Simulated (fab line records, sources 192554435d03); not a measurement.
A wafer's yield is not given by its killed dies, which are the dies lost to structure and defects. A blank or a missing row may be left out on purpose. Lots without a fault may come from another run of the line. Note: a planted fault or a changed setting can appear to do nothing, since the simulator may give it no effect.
Split-lot trial | flow n5 finfet | 21 wafers read across 7 lots, on a route 1938 steps long

## ON THE SPLIT
At N5_SD_EPI_N_DESCUM_14 (chemistry O2, time 7.9 s), the setting time s was moved away from the recipe's 7.9 s on 9 of the 21 wafers read, by -20.4% to +19.3%. This setting was run at the recipe's value on the other wafers.

Split to reading: the file shows no intervening step.

## THE READING
CAR-ArF-block_of_SD_EPI_N_COAT_03.thk nm (the simulator's own value, which no gauge read), in nm, at N5_SD_EPI_N_ETCH_34 (etches SiARC in CF4, target depth 45.5 nm, time 75.8 s). No usual value for it is given in the file. Average 111.1 nm, standard deviation 0.24 nm, over the 12 wafers here run with the recipe.

wafer  | tool, chamber at the split | time s as run, s | against the recipe | CAR-ArF-block_of_SD_EPI_N_COAT_03.thk nm, nm | against lot-mates on the recipe
L074.1 | rie diel-05, 3,0           | 6.947            | -12.1%             | 112.2                                        | +0.8
L074.5 | rie diel-05, 3,0           | 6.947            | -12.1%             | 112                                          | +0.6
L074.6 | rie diel-05, 1             | 7.9              | recipe             | 111.4                                        | -
L079.2 | rie diel-03, 0             | 7.9              | recipe             | 110.8                                        | -
L079.3 | rie diel-03, 3             | 9.428            | +19.3%             | 109.4                                        | -1.5
L079.5 | rie diel-03, 1             | 7.9              | recipe             | 111                                          | -
L082.1 | rie diel-05, 1             | 7.9              | recipe             | 110.8                                        | -
L082.2 | rie diel-05, 3             | 8.731            | +10.5%             | 110.2                                        | -0.6
L082.3 | rie diel-05, 2             | 8.731            | +10.5%             | 110.4                                        | -0.4
L084.2 | rie diel-04, 1,2           | 7.9              | recipe             | 111.2                                        | -
L084.3 | rie diel-04, 1,2           | 7.9              | recipe             | 111.2                                        | -
L084.5 | rie diel-04, 3             | 8.746            | +10.7%             | 110.8                                        | -0.4
L086.1 | rie diel-05, 3             | 6.716            | -15.0%             | 112                                          | +1.2
L086.2 | rie diel-05, 2             | 7.9              | recipe             | 110.8                                        | -
L086.6 | rie diel-05, 2             | 6.716            | -15.0%             | 111.8                                        | +1.0
L091.1 | rie diel-05, 3             | 7.9              | recipe             | 111                                          | -
L091.3 | rie diel-05, 1             | 6.285            | -20.4%             | 111.8                                        | +0.7
L091.5 | rie diel-05, 2             | 7.9              | recipe             | 111.2                                        | -
L095.1 | rie diel-03, 3             | 7.9              | recipe             | 110.8                                        | -
L095.2 | rie diel-03, 0,2           | 7.9              | recipe             | 111.4                                        | -
L095.4 | rie diel-03, 0,2           | 7.9              | recipe             | 111.4                                        | -
Rows listing several chambers each stand for several wafers; the file does not say which wafer went through which chamber.

FIT RESULTS
A straight line over all 21 wafers: CAR-ArF-block_of_SD_EPI_N_COAT_03.thk nm changes by -0.0623 nm for each +1% of time s; r = -0.90; the points scatter about the line by 0.29 nm.
The same after taking each lot's own level away (the mean of its wafers on the recipe; 21 wafers): -0.0578 nm for each +1%; r = -0.93; scatter 0.22 nm.
The reading moves by 1.2 nm for the largest change in time s, on that fit.
The span of the lots' own levels, 110.80 to 111.40 nm, comes to 2.5 times the standard deviation stated above.
Hence the lot-to-lot level has little effect on the slope; both slopes agree.
Check: with one of the wafers moved furthest among these (-20.4%) left out of the fit, the line predicts +1.34 nm for it against its lot-mates. It came out at +0.7 nm against them.

## ADDITIONAL SPLITS CARRIED BY THESE WAFERS
These wafers also went through other splits before the reading. Each is held against what the fit with the lots' levels taken away leaves over:
other split on the same wafers    | wafers away from the commonest value | r with CAR-ArF-block_of_SD_EPI_N_COAT_03.thk nm (lot level and that fit taken away)
N5_ZERO_LAYER_PECVD_02 time s     | 10                                   | +0.15
N5_ZERO_LAYER_EXPOSE_08 dose mj   | 9                                    | -0.15
N5_FIN_SAQP_SPACER1_ALD_24 temp c | 7                                    | +0.05
N5_FIN_SAQP_COAT_68 spin rpm      | 8                                    | +0.03
N5_DUMMY_GATE_COAT_35 spin rpm    | 3                                    | -0.03
N5_DUMMY_GATE_EXPOSE_12 dose mj   | 5                                    | -0.35

## THE WHOLE CHAIN: every reading that the file lists as answering this split, in the file's order
step                  | what it does                                           | reading                                                                                   | change (the file's fit)                | r (the file's)
N5_SD_EPI_N_DESCUM_14 | chemistry O2, time 7.9 s                               | CAR-ArF-block_of_SD_EPI_N_COAT_03.thk nm (the simulator's own value, which no gauge read) | -0.0552 nm for each +1% of the setting | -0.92
N5_SD_EPI_N_ETCH_34   | etches SiARC in CF4, target depth 45.5 nm, time 75.8 s | CAR-ArF-block_of_SD_EPI_N_COAT_03.thk nm (the simulator's own value, which no gauge read) | -0.0561 nm for each +1% of the setting | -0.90

## THE FILE'S OWN FIT
CAR-ArF-block_of_SD_EPI_N_COAT_03.thk nm changes by -0.0561 nm for each +1% of time s, r = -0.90.
